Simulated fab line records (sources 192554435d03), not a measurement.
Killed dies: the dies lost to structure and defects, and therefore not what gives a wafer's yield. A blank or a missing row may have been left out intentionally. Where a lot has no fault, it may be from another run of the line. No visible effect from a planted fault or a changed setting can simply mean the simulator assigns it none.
Which of the tools did it? + flow n5-finfet + Sampling: 11 lots, 33 wafers, 4 of 1938 route steps

== WHAT EACH GAUGE READ, for each wafer ==
N5_BEOL_M11_THK_MEAS_01.
| lot  | measured     | on            | M11_ILD_THK (nm) |
|------|--------------|---------------|------------------|
| L076 | day 10 08:27 | film-metro-01 | 266 264 264      |
| L077 | day 11 11:34 | film-metro-02 | 266 269 265      |
| L079 | day 12 05:16 | film-metro-02 | 262 266 268      |
| L083 | day 12 20:31 | film-metro-02 | 267 262 269      |
| L081 | day 13 02:55 | film-metro-01 | 267 264 265      |
| L085 | day 13 23:29 | film-metro-01 | 263 261 261      |
| L086 | day 14 06:09 | film-metro-02 | 269 269 268      |
| L090 | day 14 17:43 | film-metro-02 | 265 269 270      |
| L093 | day 15 01:47 | film-metro-01 | 263 264 267      |
| L094 | day 16 05:38 | film-metro-01 | 263 264 268      |
| L097 | day 16 21:22 | film-metro-01 | 269 270 272      |

== WHICH TOOL RAN EACH LOT (tool, then ch and the chambers of the sampled wafers, then the start) ==
| lot  | N5_BEOL_M10_ETCH_61                | N5_BEOL_M10_ETCH_66                | N5_BEOL_M10_SURFACE_TREAT_76 |
|------|------------------------------------|------------------------------------|------------------------------|
| L076 | rie-diel-04 ch 2,3, day 10 03:31   | rie-diel-01 ch 0,2, day 10 04:57   | pvd-sputter-03, day 10 06:30 |
| L077 | rie-diel-04 ch 2,3, day 11 02:43   | rie-diel-02 ch 0,3, day 11 07:18   | pvd-sputter-03, day 11 09:06 |
| L079 | rie-diel-01 ch 1,2,3, day 11 21:30 | rie-diel-02 ch 1,2,3, day 12 00:17 | pvd-sputter-03, day 12 03:29 |
| L083 | rie-diel-01 ch 0,1,3, day 12 12:59 | rie-diel-04 ch 1,3, day 12 15:44   | pvd-sputter-01, day 12 17:57 |
| L081 | rie-diel-02 ch 0,3, day 12 21:16   | rie-diel-02 ch 1,3, day 12 23:40   | pvd-sputter-03, day 13 01:02 |
| L085 | rie-diel-01 ch 1,2,3, day 13 15:16 | rie-diel-04 ch 0,1,2, day 13 18:27 | pvd-sputter-01, day 13 19:58 |
| L086 | rie-diel-04 ch 0,3, day 13 23:19   | rie-diel-01 ch 0,2,3, day 14 01:52 | pvd-sputter-03, day 14 04:06 |
| L090 | rie-diel-02 ch 0,1,3, day 14 11:43 | rie-diel-04 ch 1,2,3, day 14 12:48 | pvd-sputter-01, day 14 15:36 |
| L093 | rie-diel-04 ch 0,1, day 14 17:23   | rie-diel-04 ch 0,2, day 14 20:42   | pvd-sputter-02, day 14 23:56 |
| L094 | rie-diel-01 ch 0,1,3, day 15 20:01 | rie-diel-01 ch 1,2,3, day 15 23:56 | pvd-sputter-03, day 16 03:17 |
| L097 | rie-diel-02 ch 0,1,3, day 16 10:54 | rie-diel-04 ch 2,3, day 16 16:12   | pvd-sputter-01, day 16 19:28 |
- N5_BEOL_M10_ETCH_61: etches SiARC in CF4, target depth 39 nm, time 65 s.
- N5_BEOL_M10_ETCH_66: etches SOC in N2/H2, target depth 120 nm, overetch 24 nm, time 180 s.
- N5_BEOL_M10_SURFACE_TREAT_76

== THE ANSWER, worked out from the rows above alone ==
Rule: what is usual is taken from the lots themselves. Put in order of their means at a reading, lots are off if they are a third of the lots or fewer, leave a main group of 4 or more, and stand apart from it by a gap of 3 or more times the standard deviation of the main group's means; of several such gaps the widest counts. Not used: any main group whose means are identical at the precision the tables above print for the reading. A lot without any number at a reading at which 4 lots or more have one is off too. The other lots that the step has rows for count as sound.
No lot is off at any reading shown: from this, nothing can be told.

== WHAT THE SIMULATOR PUT IN ==
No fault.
